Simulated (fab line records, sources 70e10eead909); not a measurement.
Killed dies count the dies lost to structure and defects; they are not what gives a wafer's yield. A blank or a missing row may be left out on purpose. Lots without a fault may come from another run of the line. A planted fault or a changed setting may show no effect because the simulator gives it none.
fab line records	flow nandHarc
record: lots: 7	wafers: 19	lastDay: 33
route steps=1302 shown P_M0@266 END@1302
lots untouched by any fault: they come from a run of this same line in which no faults occurred
startH: hours from the record's first day to the start of the lot's first wafer shown	waitH: hours since the lot's step before	" unchanged from the row above	L1.1+2: a single row standing in for several wafers	- either no value or no given start	* or withheld: withheld	< > ~ a bound
route shown NAME@n: NAME is a module with steps in the file, n the number in the route of the first one	usual: mean/standard deviation of fault-free wafers	same: alike in all rows	chamber/n: place in a boat	sites: each site's reading	_std_site: standard deviation of those values	_edge_site: the outer-site mean with the inner-site mean subtracted	radiusMm: how far each site lies from the wafer's centre	mask NAME#n: copy n	behind: the most recent tool/chamber to have shaped the wafer	hold: the reason the lot was held/the length of the hold in hours/how it ended	device: which transistor (n, p or np) failed to switch	end of line: at the end of the route, the tests of the same wafers	where a step has no rows: the recipe by itself	killed: the dies lost at the first sort to structure and to defects; this is not the yield of the wafer	map: shows each die of a wafer: x if killed, . if not, _ if none is there
set.NAME: setting as actually run; set.NAME@STEP: the setting as run at that earlier step	model.NAME: the simulator's own value behind a step, which no gauge read
lots seen at some steps along the route; tables by step, rows by wafer
services: when a tool's chamber went out of use (startH, in hours from the record's first day, below 0 if earlier), for how many hours, and the reason
== steps ==
step: NHARC_P_M0_DESCUM_14
recipe: timeS: 3	o2FlowSccm: 200	arFlowSccm: 0	biasPowerW: 0	chemistry: O2
step: NHARC_P_M0_ETCH_34
recipe: targetDepthA: 400	overetchA: 120	timeS: 43.94	ionEnergyEv: 200	n2FlowSccm: 150	h2FlowSccm: 150	arFlowSccm: 0	rfW: 400	biasW: 150	chemistry: N2/H2
usual: drypumpMotorCurrentA: 5.9/0.37	oesProductAu: 0.998/0.0067	rfVppV: 429.5/2.9	showerheadPlenumPTorr: 2.00/0.1	throttleValvePct: 14.171/0.0092
lot.wafer	tool	chamber	startH	waitH	drypumpMotorCurrentA	oesProductAu	rfHoursCounterH	rfVppV	showerheadPlenumPTorr	throttleValvePct
L139.3	rieDiel-04	3	204.03	0.1	6.3	0.997	7	430.2	2.04	14.179
L139.1	"	0	"	"	5.6	1.007	7	426.2	1.91	14.173
L139.4	"	3	"	"	6.3	0.984	-	430.1	2.04	14.171
L140.3	rieDiel-09	0	214.93	0.1	6.4	0.993	12	427.4	1.94	14.159
L140.1	"	1	"	"	5.6	0.988	12	433.4	2.17	14.157
L140.5	"	0	"	"	6.4	0.986	-	427.7	1.94	14.193
L146.1	rieDiel-09	1	270.89	0.1	5.6	0.995	23	433.5	2.16	14.183
L146.2	"	3	"	"	5.7	0.996	22	428.4	1.89	14.155
L146.3	"	0	"	"	6.4	0.998	22	426.5	1.94	14.174
L147.2	rieDiel-09	3	288.07	0.1	5.7	1.003	23	426.8	1.89	14.167
L147.3	"	2	"	"	6.3	1.003	23	431.8	2.08	14.167
L149.2	rieDiel-09	0	301.65	0.1	6.4	0.995	25	428.4	1.94	14.179
L149.6	"	0	"	"	6.4	0.987	-	428.5	1.94	14.181
L150.4	rieDiel-09	0	309.04	0.1	6.4	0.991	26	427.5	1.94	14.185
L150.5	"	3	"	"	5.7	0.986	-	425.4	1.89	14.167
L150.6	"	0	"	"	6.4	0.992	-	428.3	1.94	14.179
L151.4	rieDiel-07	2	332.19	0.1	5.4	0.999	7	427.4	1.94	14.172
L151.1	"	3	"	"	5.4	0.990	8	431.9	2.04	14.164
L151.6	"	3	"	"	5.5	0.999	-	430.3	2.04	14.167
step: NHARC_P_M0_ETCH_15
recipe: targetDepthA: 1500	overetchA: 150	timeS: 82.5	c4f8FlowSccm: withheld	arFlowSccm: 400	rfW: 600	biasW: 300	chemistry: C4F8/Ar
step: NHARC_P_M0_CD_MEAS_16
usual: cdNm: 90.0/0.6
lot.wafer	tool	chamber	startH	waitH	cdNm
L139.1	cdSem-02	-	204.26	-	89.9
L139.3	"	-	"	"	90.1
L139.4	"	-	"	"	89.8
L140.1	cdSem-02	-	215.14	-	89.4
L140.3	"	-	"	"	89.9
L140.5	"	-	"	"	90.7
L146.1	cdSem-02	-	271.11	-	91.4
L146.2	"	-	"	"	90.3
L146.3	"	-	"	"	91.0
L147.2	cdSem-01	-	288.29	-	89.2
L147.3	"	-	"	"	89.2
L149.2	cdSem-02	-	301.86	-	89.3
L149.6	"	-	"	"	90.7
L150.4	cdSem-01	-	309.26	-	91.0
L150.5	"	-	"	"	89.5
L150.6	"	-	"	"	90.8
L151.1	cdSem-03	-	332.40	-	90.0
L151.4	"	-	"	"	88.8
L151.6	"	-	"	"	89.6
step: NHARC_P_M0_STRIP_18
recipe: powerW: 1000	n2FlowSccm: 150	h2FlowSccm: 150	arFlowSccm: 0	biasW: 0	chemistry: N2/H2
step: NHARC_P_M0_STRIP_19
recipe: timeS: 600	tempC: 30	chemistry: postEtchResidueRemover
step: NHARC_P_M0_DEGAS_28
recipe: tempC: 250	timeS: 60
usual: heaterPowerW: 337/24
lot.wafer	tool	chamber	startH	waitH	heaterPowerW
L139.1	pvdSputter-03	-	204.88	-	314
L139.4	"	-	"	"	332
L139.3	"	-	"	"	373
L140.1	pvdSputter-01	-	215.77	-	305
L140.3	"	-	"	"	376
L140.5	"	-	"	"	381
L146.3	pvdSputter-03	-	271.74	-	338
L146.2	"	-	"	"	339
L146.1	"	-	"	"	366
L147.3	pvdSputter-03	-	288.91	-	318
L147.2	"	-	"	"	320
L149.2	pvdSputter-02	-	302.49	-	328
L149.6	"	-	"	"	321
L150.4	pvdSputter-03	-	309.89	-	335
L150.5	"	-	"	"	326
L150.6	"	-	"	"	377
L151.1	pvdSputter-01	-	333.05	-	338
L151.4	"	-	"	"	307
L151.6	"	-	"	"	307
step: NHARC_P_M0_PRE_CLEAN_29
recipe: timeS: 30	tempC: 280	gas: H2/He
usual: heaterPowerW: 413/28
lot.wafer	tool	chamber	startH	waitH	heaterPowerW
L139.3	pvdSputter-03	-	-	-	450
L139.4	"	-	"	"	371
L139.1	"	-	"	"	413
L140.1	pvdSputter-01	-	-	-	381
L140.3	"	-	"	"	474
L140.5	"	-	"	"	457
L146.2	pvdSputter-03	-	-	-	409
L146.3	"	-	"	"	456
L146.1	"	-	"	"	389
L147.3	pvdSputter-03	-	-	-	423
L147.2	"	-	"	"	407
L149.2	pvdSputter-02	-	-	-	395
L149.6	"	-	"	"	399
L150.4	pvdSputter-03	-	-	-	413
L150.5	"	-	"	"	415
L150.6	"	-	"	"	400
L151.1	pvdSputter-01	-	-	-	416
L151.4	"	-	"	"	379
L151.6	"	-	"	"	426
step: NHARC_P_M0_PVD_20
recipe: targetThkA: 50	biasV: 168.6	powerW: 15000	chamberPressurePa: 0.12	timeS: 8.06	substrateTempC: 50	material: TaN
step: NHARC_P_M0_PVD_21
recipe: targetThkA: 300	chamberPressurePa: 5	powerW: 5000	substrateTempC: 30	timeS: 20.49	material: Cu
usual: throttleValvePct: 29.7/0.89
lot.wafer	tool	chamber	startH	waitH	throttleValvePct
L139.4	pvdSputter-03	-	-	-	28.5
L139.1	"	-	"	"	31.3
L139.3	"	-	"	"	29.3
L140.1	pvdSputter-01	-	-	-	30.1
L140.3	"	-	"	"	30.8
L140.5	"	-	"	"	29.1
L146.3	pvdSputter-03	-	-	-	31.3
L146.2	"	-	"	"	29.5
L146.1	"	-	"	"	28.6
L147.3	pvdSputter-03	-	-	-	28.3
L147.2	"	-	"	"	30.9
L149.2	pvdSputter-02	-	-	-	30.5
L149.6	"	-	"	"	30.3
L150.4	pvdSputter-03	-	-	-	29.5
L150.6	"	-	"	"	31.2
L150.5	"	-	"	"	29.8
L151.4	pvdSputter-01	-	-	-	29.8
L151.1	"	-	"	"	29.5
L151.6	"	-	"	"	30.0
step: NHARC_P_M0_ECD_22
recipe: targetThkA: 4000	bathTempC: 25	material: Cu
step: NHARC_P_M0_ANNEAL_30
recipe: tempC: 225	timeS: 90
usual: wafer_temp_C_max: 225.9/0.31
lot.wafer	tool	chamber	startH	waitH	wafer_temp_C_max
L139.1	rtpAnneal-02	0	205.61	-	226.5
L139.3	"	0	"	"	226.3
L139.4	"	0	"	"	226.1
L140.1	rtpAnneal-02	0	216.50	0.3	226.3
L140.3	"	0	"	"	226.5
L140.5	"	0	"	"	226.3
L146.1	rtpAnneal-02	0	272.48	0.3	226.7
L146.2	"	0	"	"	226.1
L146.3	"	0	"	"	226.7
L147.2	rtpAnneal-01	0	289.70	-	225.9
L147.3	"	0	"	"	225.9
L149.2	rtpAnneal-01	0	303.26	0.3	225.8
L149.6	"	0	"	"	225.8
L150.4	rtpAnneal-01	0	310.75	-	225.6
L150.5	"	0	"	"	225.8
L150.6	"	0	"	"	225.9
L151.1	rtpAnneal-02	0	333.80	0.3	226.3
L151.4	"	0	"	"	226.0
L151.6	"	0	"	"	226.1
step: NHARC_P_M0_CMP_23
recipe: tOverpolishS: 20	targetThkNm: 117.54
usual: motorCurrentA: 12.3/0.95	timeToEndpointS: 28.0/2.4
same: tOverpolishS: 20
lot.wafer	tool	chamber	startH	waitH	motorCurrentA	timeToEndpointS
L139.4	cmp-03	1	205.96	-	12.9	30.1
L139.1	"	2	"	"	13.1	27.2
L139.3	"	0	"	"	13.8	28.3
L140.1	cmp-02	1	216.90	-	12.8	23.9
L140.3	"	2	"	"	12.1	26.0
L140.5	"	0	"	"	13.1	29.9
L146.1	cmp-03	1	272.86	-	13.6	27.7
L146.3	"	2	"	"	13.0	14.6
L146.2	"	3	"	"	11.2	27.7
L147.2	cmp-03	3	289.99	-	11.5	27.9
L147.3	"	1	"	"	14.0	15.5
L149.2	cmp-03	2	303.63	-	12.0	24.0
L149.6	"	0	"	"	13.3	10.7
L150.4	cmp-02	0	311.00	-	13.2	27.4
L150.6	"	2	"	"	12.0	23.4
L150.5	"	3	"	"	10.8	25.2
L151.4	cmp-01	2	334.20	-	11.9	25.9
L151.1	"	3	"	"	11.1	26.9
L151.6	"	0	"	"	13.0	28.3
step: NHARC_P_M0_THK_MEAS_24
recipe: thkMeasGauge: xrf
usual: thkNm: 117.4/1.3
lot.wafer	tool	chamber	startH	waitH	thkNm
L139.1	filmMetro-01	-	206.27	-	118.3
L139.3	"	-	"	"	117.2
L139.4	"	-	"	"	117.1
L140.1	filmMetro-01	-	217.16	-	115.4
L140.3	"	-	"	"	117.4
L140.5	"	-	"	"	120.1
L146.1	filmMetro-01	-	273.15	-	118.0
L146.2	"	-	"	"	116.4
L146.3	"	-	"	"	109.1
L147.2	filmMetro-02	-	290.30	-	117.5
L147.3	"	-	"	"	111.2
L149.2	filmMetro-01	-	303.86	-	114.7
L149.6	"	-	"	"	112.5
L150.4	filmMetro-01	-	311.28	-	118.6
L150.5	"	-	"	"	116.7
L150.6	"	-	"	"	116.3
L151.1	filmMetro-01	-	334.46	-	115.4
L151.4	"	-	"	"	115.6
L151.6	"	-	"	"	118.7
step: NHARC_P_M0_SRD_25
step: NHARC_END_SORT_01
recipe: tempC: 25
usual: defectLimitedYield: 92/3	killedAtArray: 52/20	killedAtOther: 1.0/1.3	killedAtPeriphery: 3.7/2.2	killedDies: 57/20	killedOpen: 3.2/1.6	killedShort: 2.4/1.6	sort_bin_2_pct: 2.9/1.4	sort_bin_3_pct: 0.6/0.41	sort_bin_4_pct: 4.8/1.5	sortNPass: 620/20	sortRimYieldPct: 93/3.5	sortYieldPct: 92/3
same: grossDies: 677	sort_bin_5_pct[%]: 0	sort_bin_6_pct[%]: 0	sort_bin_7_pct[%]: 0	sort_bin_8_pct[%]: 0	sortRimNGross: 106.00
lot.wafer	tool	chamber	startH	waitH	defectLimitedYield[%]	killedAtArray	killedAtOther	killedAtPeriphery	killedDies	killedOpen	killedShort	sort_bin_2_pct[%]	sort_bin_3_pct[%]	sort_bin_4_pct[%]	sortNPass	sortRimYieldPct[%]	sortYieldPct[%]
L140.1	prober-01	0	664.91	2.5	86	85	4	4	93	6	3	5.3	1.0	7.4	584	91	86
L140.3	prober-01	0	666.49	3.1	89	71	1	1	73	7	4	4.7	1.0	5.0	604	90	89
L140.5	prober-01	0	668.06	3.6	88	77	1	1	79	2	2	4.0	1.5	6.2	598	93	88
L149.2	prober-02	0	748.12	2.7	92	51	3	2	56	2	3	3.0	0.3	5.0	621	96	92
L149.6	prober-02	0	751.26	3.9	93	44	0	1	45	4	3	2.8	0.4	3.4	632	99	93
L150.4	prober-01	0	763.99	3.4	88	75	1	6	82	4	4	4.0	1.3	6.8	595	91	88
L150.5	prober-01	0	764.79	3.7	88	73	2	4	79	2	3	4.1	0.4	7.1	598	89	88
L150.6	prober-01	0	765.60	4.0	86	87	1	5	93	4	3	5.3	1.5	6.9	584	90	86
killed by level:class
L140.1 A_SLIT:chamberFilmFlake=34 A_CHANNEL_HOLE_D1:chamberFilmFlake=25 A_CHANNEL_HOLE_D2:chamberFilmFlake=12 THIN_TSV:chamberFilmFlake=4 A_WL_FILL:chamberFilmFlake=2 P_M0:geometricParticle:open=1 P_M0:geometricParticle:short=1 A_DECK1_JOINT:geometricParticle:short=1
L140.3 A_SLIT:chamberFilmFlake=27 A_CHANNEL_HOLE_D1:chamberFilmFlake=23 A_CHANNEL_HOLE_D2:chamberFilmFlake=6 A_SOURCE_PLATE:geometricParticle:short=2 A_CONTACT:geometricParticle:open=2 A_ONON_D1:geometricParticle:open=1 A_ONON_D2:geometricParticle:open=1 A_ONON_D2:geometricParticle:short=1
L140.5 A_SLIT:chamberFilmFlake=33 A_CHANNEL_HOLE_D1:chamberFilmFlake=24 A_CHANNEL_HOLE_D2:chamberFilmFlake=10 A_WL_FILL:chamberFilmFlake=3 A_STAIRCASE:chamberFilmFlake=2 A_CHANNEL_FILL_D1:geometricParticle:short=1 A_CHANNEL_FILL_D2:geometricParticle:short=1 A_BLC:geometricParticle:open=1
L149.2 A_CHANNEL_HOLE_D2:chamberFilmFlake=24 A_CHANNEL_HOLE_D1:chamberFilmFlake=10 A_SLIT:chamberFilmFlake=6 A_CONTACT:chamberFilmFlake=5 THIN_TSV:chamberFilmFlake=3 A_CHANNEL_FILL_D1:chamberFilmFlake=2 P_GATE:geometricParticle:short=1 A_CHANNEL_HOLE_D1:geometricParticle:short=1
L149.6 A_CHANNEL_HOLE_D2:chamberFilmFlake=18 A_CHANNEL_HOLE_D1:chamberFilmFlake=7 A_CHANNEL_FILL_D1:chamberFilmFlake=4 A_CONTACT:chamberFilmFlake=4 A_ONON_D1:geometricParticle:open=2 A_STAIRCASE:chamberFilmFlake=2 P_M0:geometricParticle:short=1 A_ONON_D1:geometricParticle:short=1
L150.4 A_SLIT:chamberFilmFlake=31 A_CHANNEL_HOLE_D1:chamberFilmFlake=26 A_CONTACT:chamberFilmFlake=12 P_CONTACT:geometricParticle:open=2 P_GATE:chamberFilmFlake=2 P_GATE:geometricParticle:open=1 A_ONON_D1:geometricParticle:short=1 A_CHANNEL_HOLE_D1:geometricParticle:short=1
L150.5 A_SLIT:chamberFilmFlake=34 A_CHANNEL_HOLE_D1:chamberFilmFlake=29 A_CONTACT:chamberFilmFlake=5 P_GATE:chamberFilmFlake=2 THIN_TSV:chamberFilmFlake=2 P_M2:geometricParticle:open=1 A_ONON_D1:geometricParticle:open=1 A_CHANNEL_FILL_D1:geometricParticle:short=1
L150.6 A_SLIT:chamberFilmFlake=34 A_CHANNEL_HOLE_D1:chamberFilmFlake=28 A_CONTACT:chamberFilmFlake=13 A_WL_FILL:geometricParticle:short=3 A_STAIRCASE:chamberFilmFlake=3 A_CHANNEL_FILL_D2:geometricParticle:open=2 P_GATE:chamberFilmFlake=2 P_BONDPAD:chamberFilmFlake=2
== services ==
tool	chamber	startH	hours	kind
cmp-01	-	193.98	4.0	pm
cmp-02	-	196.19	0.5	repair
rieDiel-04	2	198.75	6.5	repair
cmp-01	-	209.50	0.9	repair
pvdSputter-02	-	215.15	4.0	repair
cmp-03	-	218.87	0.4	repair
pvdSputter-01	-	226.00	10.0	pm
pvdSputter-03	-	231.56	1.0	repair
rieDiel-09	0	232.05	6.8	repair
rieDiel-07	0	232.43	3.9	repair
cmp-02	-	232.50	4.0	pm
cmp-01	-	253.87	0.5	repair
cmp-03	-	260.10	4.0	pm
cmp-02	-	269.85	1.0	repair
rieDiel-07	0	278.31	7.7	repair
pvdSputter-02	-	289.35	10.0	pm
rieDiel-09	1	290.08	6.1	repair
cmp-01	-	291.98	4.0	pm
pvdSputter-03	-	298.60	0.5	repair
cmp-03	-	299.83	0.5	repair
cmp-03	-	309.96	2.1	repair
pvdSputter-02	-	311.29	4.4	repair
rieDiel-09	-	320.42	9.0	pm
cmp-02	-	330.50	4.0	pm
== key ==
firstSign: step: NHARC_P_M0_CMP_23	reading: timeToEndpointS	direction: down	sigmas: 6	usual: *	struck: *
effect: step: NHARC_P_M0_THK_MEAS_24	reading: thkNm	direction: down	sigmas: 5	usual: 117.4	struck: 110.9
metAt NHARC_P_M0_CMP_23
struckWafers L146.3,L147.3,L149.6
onsetBetween 205.96 272.86
fault: kind: processParameterDrift	tool: cmp-03	chamber: -	onsetH: 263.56	steps: NHARC_P_M0_CMP_23	channel: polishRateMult	offset: 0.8	shape: step	endH: 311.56	scope: struckWafersOnly
